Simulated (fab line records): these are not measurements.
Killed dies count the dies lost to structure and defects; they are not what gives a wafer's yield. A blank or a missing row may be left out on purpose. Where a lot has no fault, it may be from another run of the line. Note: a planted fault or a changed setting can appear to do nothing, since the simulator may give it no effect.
What tool caused it? | flow nand-harc | Sampling: 6 lots, 18 wafers, 4 of 1159 route steps

== WHAT THE GAUGES READ, wafer by wafer ==
NHARC_END_SORT_01.
lot  | measured     | on        | killed-at-other
L372 | day 21 02:13 | prober-01 | 1 1 0
L374 | day 21 10:22 | prober-02 | 0 0 0
L379 | day 22 03:26 | prober-01 | 1 1 0
L384 | day 24 23:32 | prober-02 | 3 1 2

== EACH LOT AND THE TOOL THAT RAN IT (in order: tool; ch and the chambers of the sampled wafers; start) ==
lot  | NHARC_A_CHANNEL_HOLE_D1_DEP_00 | NHARC_A_M1_DEP_33               | NHARC_A_BONDPAD_DESCUM_11
L366 | acl-dep-02 ch 0, day 8 17:14   | pecvd-04 ch 0,1, day 18 14:49   | rie-diel-02 ch 0,2,3, day 18 17:22
L372 | acl-dep-01 ch 0, day 9 18:38   | pecvd-01 ch 0,1, day 19 12:24   | rie-diel-09 ch 0,1,2, day 19 14:25
L374 | acl-dep-02 ch 0, day 10 17:46  | pecvd-01 ch 0,2, day 20 04:59   | rie-diel-09 ch 0,1,3, day 20 06:50
L379 | acl-dep-01 ch 0, day 11 10:35  | pecvd-02 ch 0,1,2, day 20 20:00 | rie-diel-09 ch 0,1,2, day 20 21:46
L384 | acl-dep-01 ch 0, day 12 19:07  | pecvd-01 ch 0,1, day 23 09:43   | rie-diel-09 ch 1,2, day 23 11:32
L386 | acl-dep-03 ch 0, day 13 19:47  | pecvd-04 ch 0,2, day 23 15:30   | rie-diel-04 ch 1,2,3, day 23 17:31
- NHARC_A_CHANNEL_HOLE_D1_DEP_00: deposits aC, target thk 3100 nm.
- NHARC_A_M1_DEP_33: deposits SiCN, target thk 30 nm.
- NHARC_A_BONDPAD_DESCUM_11: chemistry O2, time 3 s.

== THE ANSWER, worked out from the rows above alone ==
Rule: usual is defined by the lots themselves. The widest of any qualifying gaps counts: lots, ordered by their means at a reading, are off when they make up no more than a third of the lots, leave a main group of 4 or more, and stand apart from it by 3 or more times the standard deviation of that group's means. Not used: any main group whose means are identical at the precision the tables above print for the reading. Also off: a lot with no number at a reading for which 4 or more lots have one. The other lots that the step has rows for count as sound.
No lot is off at any reading shown: from this, nothing can be told.

== WHAT HAD BEEN PUT IN BY THE SIMULATOR ==
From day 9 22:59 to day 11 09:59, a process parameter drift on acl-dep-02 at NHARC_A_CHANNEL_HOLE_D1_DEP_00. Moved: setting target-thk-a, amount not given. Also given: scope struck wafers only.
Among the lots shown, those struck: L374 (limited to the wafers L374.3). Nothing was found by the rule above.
